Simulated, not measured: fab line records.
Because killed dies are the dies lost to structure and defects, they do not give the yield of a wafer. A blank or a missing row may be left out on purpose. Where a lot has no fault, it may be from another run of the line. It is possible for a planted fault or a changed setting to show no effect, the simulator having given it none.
A lot that was struck, set against a sound lot ; flow nand harc ; 13 out of 1159 route steps
Sound: the wafers L376.2, L376.4, L376.6. Struck: wafers L391.1, L391.5 (left out: L391.3, a lot-mate that was not struck); the cause follows at the end.
Per side, at each step with rows, come the tool, then ch with its chambers, and then its first start. Under that, the readings that differ: sound wafers ; struck wafers ; difference of the means ; sigmas: that difference in standard deviations of wafers without a fault.
alike: words and numbers the same on both sides, and readings whose means are apart by under 2 such deviations; not compared: readings that were withheld, readings missing a value for some wafer, numbers with overlapping values and no deviation given by the record, and bounds like >300 which may hide the same value.
A row with sigmas, a row that says differs or no value, or rows on one side alone: a step with any of these is where the two part. Non-overlapping numbers with no deviation appear without sigmas and do not part them. Lack of a reading on every wafer of one side parts them only where that side has two or more wafers.

NHARC_A_SLIT_ETCH_26: etches the open film in C4F8/O2/Ar, time 90 s, target depth 400 nm.
  sound on har etch-02 ch 0,1, day 14 13:41; struck on har etch-01 ch 0,1, day 19 00:26
reading;sound;struck;difference;sigmas
mfc ar sccm (sccm);372.6 375.1 373.7;376.3 376.7;+2.7;+2
  alike: drypump motor current A, showerhead plenum p Torr, throttle valve pct
  not compared: rf hours counter h
then, 1 step without rows for these wafers: NHARC_A_SLIT_STRIP_28 (strips in O2/COS).
NHARC_A_SLIT_ETCH_29: etches the open film in CF4/O2, target depth 100 nm, overetch 10 nm, time 55 s.
  sound on rie diel-07 ch 0,1,2, day 14 14:20; struck on rie diel-02 ch 0, day 19 01:01
reading;sound;struck;difference;sigmas
drypump motor current A (A);5.8 5.3 5.4;6.2 6.2;+0.7;+2
  alike: mfc ar sccm, oes product au, rf vpp V, showerhead plenum p Torr, throttle valve pct
  not compared: rf hours counter h
NHARC_A_SLIT_STRIP_18: strips in O2.
  sound: rie diel-07 ch 1,2; struck: rie diel-02 ch 0,2
reading;sound;struck;difference;sigmas
drypump motor current A (A);5.4 5.3 5.3;6.2 5.9;+0.7;+2
  alike: mfc ar sccm, oes product au, rf vpp V, showerhead plenum p Torr, throttle valve pct
  not compared: rf hours counter h
then, 2 steps without rows for these wafers: NHARC_A_SLIT_PRECLEAN_19 (cleans in SC1); NHARC_A_SLIT_SRD_20.
NHARC_A_SLIT_CD_MEAS_21:
  sound: cd sem-02 at day 14 14:51; struck: cd sem-02 at day 19 01:34
  alike: cd nm
then, 3 steps without rows for these wafers: NHARC_A_SIN_REMOVE_WET_00 (chemistry H3PO4, time 15300 s); NHARC_A_SIN_REMOVE_PRECLEAN_01 (cleans in SC1); NHARC_A_SIN_REMOVE_SRD_02.
NHARC_A_SIN_REMOVE_INSPECT_04:
  sound: defect inspect-02 at day 14 22:22; struck: defect inspect-01 at day 19 09:15
  alike: raw defect count
NHARC_A_WL_FILL_ALD_00: deposits Al2O3, target thk 3 nm, pulse time 3 s, ald cycles 30.
  sound on ald hk-04 ch 1,2, day 14 22:28; struck on ald hk-03 ch 0, day 19 09:19
reading;sound;struck;difference;sigmas
ald cycles;30 30 30;42 42;+12;
  alike: heater power w, precursor pulse height rel
NHARC_A_WL_FILL_RTA_01: time 5 s.
  sound on rtp anneal-01 ch 0, day 14 22:44; struck on rtp anneal-02 ch 0, day 19 09:34
reading;sound;struck;difference;sigmas
lamp power pct (%);29.8 29.8 29.8;34.4 34.4;+4.6;+2
lamp_zone_6_pct (%);29.7 29.7 29.7;34.4 34.4;+4.7;+2
  alike: wafer_temp_C_max

== WHERE THEY PART ==
Earliest at NHARC_A_SLIT_ETCH_26; latest, in this record, at NHARC_A_WL_FILL_RTA_01.

WHY: the cause the simulator had injected
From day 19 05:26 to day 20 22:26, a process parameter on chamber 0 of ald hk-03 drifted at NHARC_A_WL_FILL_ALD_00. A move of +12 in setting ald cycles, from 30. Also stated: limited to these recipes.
